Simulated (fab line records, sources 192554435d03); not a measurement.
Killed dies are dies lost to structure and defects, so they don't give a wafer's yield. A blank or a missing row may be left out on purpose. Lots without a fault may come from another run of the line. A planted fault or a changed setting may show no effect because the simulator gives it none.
Chamber matching | flow n5_finfet | N5_PASSIVATION_STRIP_34 on rie_diel-04: 4 sister chambers
The step strips in O2. 16 wafers are shown with their chamber, then 7 later ones without.

WAFERS WITH THEIR CHAMBER
wafer  | chamber | drypump_motor_current_A (A) | showerhead_plenum_p_Torr (Torr) | throttle_valve_pct (%)
L346.2 | 2       | 5.5                         | 2.10                            | 16.44
L346.3 | 3       | 5.9                         | 2.21                            | 16.66
L346.5 | 1       | 6.5                         | 2.03                            | 16.91
L348.3 | 1       | 6.5                         | 2.03                            | 16.90
L348.6 | 2       | 5.5                         | 2.10                            | 16.40
L352.2 | 2       | 5.5                         | 2.10                            | 16.42
L352.5 | 1       | 6.5                         | 2.03                            | 16.91
L352.6 | 2       | 5.5                         | 2.10                            | 16.38
L356.1 | 2       | 5.4                         | 2.09                            | 16.43
L356.5 | 3       | 5.8                         | 2.21                            | 16.77
L356.6 | 0       | 5.1                         | 2.06                            | 16.74
L358.1 | 0       | 5.1                         | 2.06                            | 16.75
L358.2 | 3       | 5.8                         | 2.20                            | 16.67
L358.4 | 1       | 6.5                         | 2.02                            | 16.95
L361.1 | 3       | 5.9                         | 2.20                            | 16.77
L361.3 | 2       | 5.4                         | 2.09                            | 16.45

SIGNATURES (means of the wafers above)
reading                  | chamber 0 | chamber 1 | chamber 2 | chamber 3 | scatter within a chamber
drypump_motor_current_A  | 5.100     | 6.500     | 5.467     | 5.850     | 0.0441
showerhead_plenum_p_Torr | 2.0600    | 2.0275    | 2.0967    | 2.2050    | 0.00507
throttle_valve_pct       | 16.7450   | 16.9175   | 16.4200   | 16.7175   | 0.0365
Rule: a wafer's distance from a chamber is the root of the sum, over the readings, of the square of ((its reading less the chamber's mean) divided by the reading's scatter). The wafer belongs to the nearest chamber; if the next one is less than 2 further off, it can't be placed. The scatter: the root of (the sum of the squares of (reading less its chamber's mean) over the shown wafers, divided by (wafers less chambers)).

WAFERS WITHOUT THEIR CHAMBER
wafer  | drypump_motor_current_A (A) | showerhead_plenum_p_Torr (Torr) | throttle_valve_pct (%)
L361.4 | 5.1                         | 2.06                            | 16.76
L364.4 | 5.4                         | 2.09                            | 16.43
L364.5 | 6.5                         | 2.01                            | 16.96
L364.6 | 5.1                         | 2.06                            | 16.81
L367.1 | 6.5                         | 2.01                            | 17.02
L367.3 | 5.4                         | 2.08                            | 16.49
L367.5 | 6.5                         | 2.01                            | 17.01

WHICH CHAMBER EACH WENT THROUGH
wafer  | from the rows above | in truth
L361.4 | 0                   | 0
L364.4 | 2                   | 2
L364.5 | 1                   | 1
L364.6 | 0                   | 0
L367.1 | 1                   | 1
L367.3 | 2                   | 2
L367.5 | 1                   | 1
Placed correctly: 7 of 7. Can't be placed from these rows: 0. Placed wrongly: 0.
